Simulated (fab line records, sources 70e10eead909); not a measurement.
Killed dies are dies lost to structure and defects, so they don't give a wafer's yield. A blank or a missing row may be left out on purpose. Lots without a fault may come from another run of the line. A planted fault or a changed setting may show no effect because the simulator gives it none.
Chamber matching | flow nand_harc | NHARC_A_CHANNEL_FILL_D2_CMP_10 on cmp-02: 4 sister chambers
The step polishes, target thk 150 nm. 7 wafers are shown with their chamber, then 9 later ones without.

WAFERS WITH THEIR CHAMBER
wafer  | chamber | motor_current_A (A) | time_to_endpoint_s (s)
L077.2 | 2       | 11.5                | 9
L078.6 | 3       | 13.6                | 9
L081.2 | 3       | 14.0                | 11
L081.4 | 1       | 12.4                | 13
L086.1 | 0       | 12.1                | 11
L086.2 | 2       | 11.9                | 11
L086.6 | 0       | 11.8                | 11

WAFERS WITHOUT THEIR CHAMBER
wafer  | motor_current_A (A) | time_to_endpoint_s (s)
L089.2 | 12.3                | 9
L089.3 | 12.4                | 6
L089.4 | 12.0                | 9
L094.2 | 13.2                | 10
L094.4 | 12.2                | 13
L094.5 | 11.7                | 13
L096.3 | 12.5                | 14
L096.5 | 11.7                | 13
L096.6 | 12.0                | 11

WHICH CHAMBER EACH WENT THROUGH
wafer  | from the rows above               | in truth
L089.2 | can't be placed: 0 or 2 or 1      | 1
L089.3 | can't be placed: 2 or 0 or 1 or 3 | 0
L089.4 | can't be placed: 2 or 0           | 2
L094.2 | can't be placed: 3 or 1           | 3
L094.4 | can't be placed: 1 or 0           | 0
L094.5 | can't be placed: 0 or 2 or 1      | 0
L096.3 | 1                                 | 1
L096.5 | can't be placed: 0 or 2 or 1      | 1
L096.6 | can't be placed: 0 or 2           | 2
Placed correctly: 1 of 9. Can't be placed from these rows: 8 (the true chamber is among the candidates in 8). Placed wrongly: 0.
How it was worked out, from the rows above alone: a wafer's distance from a chamber is the root of the sum, over the readings, of the square of ((its reading less the chamber's mean) divided by the reading's scatter). The wafer belongs to the nearest chamber; if the next one is less than 2 further off, it can't be placed. A chamber's mean is the mean of its shown wafers. The scatter: the root of (the sum of the squares of (reading less its chamber's mean) over the shown wafers, divided by (wafers less chambers)).
